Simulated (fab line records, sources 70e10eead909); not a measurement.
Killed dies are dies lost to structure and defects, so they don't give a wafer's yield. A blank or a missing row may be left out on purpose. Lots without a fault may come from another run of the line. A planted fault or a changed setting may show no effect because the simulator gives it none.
Problem report in the 8D (eight disciplines) form, filled by code | flow nand_harc | the parts of the form that need people (team, actions taken, sign-off) are left out

1. THE PROBLEM
killed_at_array at NHARC_END_SORT_01 reads a mean of 173 on 2 wafers of 2 lots; wafers without a fault read 26 with a standard deviation of 11. That is +13 standard deviations from the usual mean.
First seen on wafer L627.6, day 21 10:44, on prober-02. The record holds 6 wafers of 2 lots with a number at this step. Rule for "out", or "out of limits": more than 4 standard deviations from the usual mean. The other wafers with a number count as sound.

2. WHAT IT IS AND WHAT IT IS NOT
question                    | is                           | is not
which readings at this step | killed_at_array, killed_dies | killed_at_other, killed_at_periphery, killed_open, killed_short
which lots                  | L627, L629                   | -
which wafers of those lots  | L627.6, L629.1               | L627.1, L627.5, L629.4, L629.5
read on which gauges        | prober-02                    | -
when                        | from day 21 10:44            | up to then (2 sound wafers); but 2 sound wafers of L629 came after

3. SUSPECTS, AND WHAT RULES EACH OUT
Counting: a tool at a process step up to the reading stays a suspect if it ran every lot that is out. Sound lots after the first of them don't rule it out here, since some wafers of a struck lot are sound.
- the gauge at NHARC_END_SORT_01: ruled out. All the wafers that are out were read on prober-02, but those of them that NHARC_A_CHANNEL_HOLE_D1_ETCH_16 has rows for are out there too, on other tools.
- rie_diel-10 at NHARC_A_CHANNEL_HOLE_D1_ETCH_34 (etches the open film in CF4/CHF3, target depth 154 nm, time 77 s): kept. It ran every lot that is out, first L627 (day 10 01:43). NHARC_A_CHANNEL_HOLE_D1_ETCH_34 gives no start for some lots, so the hours and the order of its lots are those of NHARC_A_CHANNEL_HOLE_D1_ETCH_16.
- rie_diel-10 at NHARC_A_CHANNEL_HOLE_D1_ETCH_16 (etches the open film in O2/COS, target depth 3100 nm, time 806 s): kept. It ran every lot that is out, first L627 (day 10 01:43). Its own readings are out on those wafers: run_length_s.
- Within rie_diel-10 at NHARC_A_CHANNEL_HOLE_D1_ETCH_16: the wafers that are out ran in chamber 0; their sound lot-mates ran in chambers 1, 2.
Left after counting: rie_diel-10 at NHARC_A_CHANNEL_HOLE_D1_ETCH_34, rie_diel-10 at NHARC_A_CHANNEL_HOLE_D1_ETCH_16.

4. THE CAUSE (what the simulator had put in)
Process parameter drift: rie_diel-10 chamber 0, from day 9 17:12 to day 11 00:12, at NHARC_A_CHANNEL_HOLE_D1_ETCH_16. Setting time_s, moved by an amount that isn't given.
Counting left 2 suspects, and this tool is among them.

5. THE CHAIN OF EFFECTS, in route order
Each row: a reading whose mean over the struck wafers that have a number lies more than 3 standard deviations from the usual. Only readings for which the record gives a usual standard deviation are gone through. hours: the time from each lot's start at the first step in this table that gives one to its start at this step, as a median over the lots. sigmas: the change in usual standard deviations.
hours | step                            | reading         | usual   | on struck wafers | change | sigmas
0     | NHARC_A_CHANNEL_HOLE_D1_ETCH_16 | run_length_s    | 827.3 s | 648.5            | -178.8 | -99 or more
269   | NHARC_END_SORT_01               | killed_at_array | 26      | 173              | +147   | +13
269   | NHARC_END_SORT_01               | killed_dies     | 30      | 176              | +146   | +13
The process steps in it:
- NHARC_A_CHANNEL_HOLE_D1_ETCH_16: etches the open film in O2/COS, target depth 3100 nm, time 806 s.

6. WHAT WOULD HAVE CAUGHT IT SOONER
In this record the first reading out of limits at a measuring or inspecting step was taken at day 21 10:44, 282 hours after the fault began at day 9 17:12.
The tool's own readings at NHARC_A_CHANNEL_HOLE_D1_ETCH_16 were out on every struck wafer that the step has a row for (run_length_s): an alarm limit on them would have fired on the first of those.
All the lots that are out (2) had begun NHARC_A_CHANNEL_HOLE_D1_ETCH_16 on rie_diel-10 by day 21 10:44. A hold on the tool at that time would have spared none of them.
